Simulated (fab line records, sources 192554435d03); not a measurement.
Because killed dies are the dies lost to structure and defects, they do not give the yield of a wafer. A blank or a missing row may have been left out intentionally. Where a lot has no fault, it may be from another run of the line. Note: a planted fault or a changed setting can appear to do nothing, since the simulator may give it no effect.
A single fault, viewed from 2 desks    flow n5_finfet    numbers are kept per desk, each desk with only its own; the story behind them comes last

== FROM THE METROLOGY DESK ==
What the gauges read for every lot (on any tool): the sampled wafers with a number, averaged. The brackets show how far a lot's mean lies from the usual mean; more than 4 standard deviations puts the lot out of limits, marked OUT. Shown here are 7 of its 10 readings, the ones lying furthest out on some lot.
Columns: A = DIBL_N at N5_BEOL_M4_RC_MEAS_101, usual 35.9 mV/V; B = IOFF_N at N5_BEOL_M4_RC_MEAS_101, usual 0.15 nA/um; C = IOFF_P at N5_BEOL_M4_RC_MEAS_101, usual 0.21 nA/um; D = ION_N at N5_BEOL_M4_RC_MEAS_101, usual 672 uA/um; E = SS_N at N5_BEOL_M4_RC_MEAS_101, usual 71.5 mV/dec; F = SS_P at N5_BEOL_M4_RC_MEAS_101, usual 73.2 mV/dec; G = VT_N at N5_BEOL_M4_RC_MEAS_101, usual 250 mV
lot   first seen here  A     B     C     D    E     F     G
L470  day 10 04:27     36.2  0.13  0.20  664  71.4  72.9  253
L474  day 11 04:43     33.5  0.12  0.18  663  70.9  72.2  251
L478  day 11 20:59     38.6  0.18  0.24  677  72.7  74.1  247
L483  day 13 22:11     36.5  0.16  0.21  682  72.0  74.1  249
This desk's finding: nothing out of limits on any of the 4 lots.

== AT THE TOOL OWNER'S DESK: litho_track-05 ==
The tool's own readings at N5_MOL_CONTACT_COAG_COAT_63 (time 60 s, resist thk 10 nm): means of the sampled wafers that have a number, for each lot that ran on this tool. The brackets show how far a lot's mean lies from the usual mean; more than 4 standard deviations puts the lot out of limits, marked OUT.
Columns: A = spin_speed_rpm at N5_MOL_CONTACT_COAG_COAT_63, usual 1500.1 rpm
lot   first seen here  A
L470  day 7 12:43      1500.5
L474  day 8 13:19      1361.9 (-99 or more) OUT
L478  day 9 12:46      1362.9 (-99 or more) OUT
Finding of this desk: L474, L478 out of limits; the first was L474 at day 8 13:19, on spin_speed_rpm at N5_MOL_CONTACT_COAG_COAT_63. In limits: L470.

== BROUGHT TOGETHER ==
At day 8 13:19, on L474, L478, the tool owner's desk was in a position to raise an alarm.
At the metrology desk, nothing out of limits was observed.
The metrology desk holds a record of L474, L478, inside its limits.
Of the lots named, all ran N5_MOL_CONTACT_COAG_COAT_63 on litho_track-05.

== WHAT HAD BEEN PUT IN BY THE SIMULATOR ==
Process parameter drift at N5_MOL_CONTACT_COAG_COAT_63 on litho_track-05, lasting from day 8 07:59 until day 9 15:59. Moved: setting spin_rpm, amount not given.
Shown lots that were struck: L474, L478.
Time in hours from fault onset to the first out-of-limits reading at each desk: the tool owner's desk, 5.
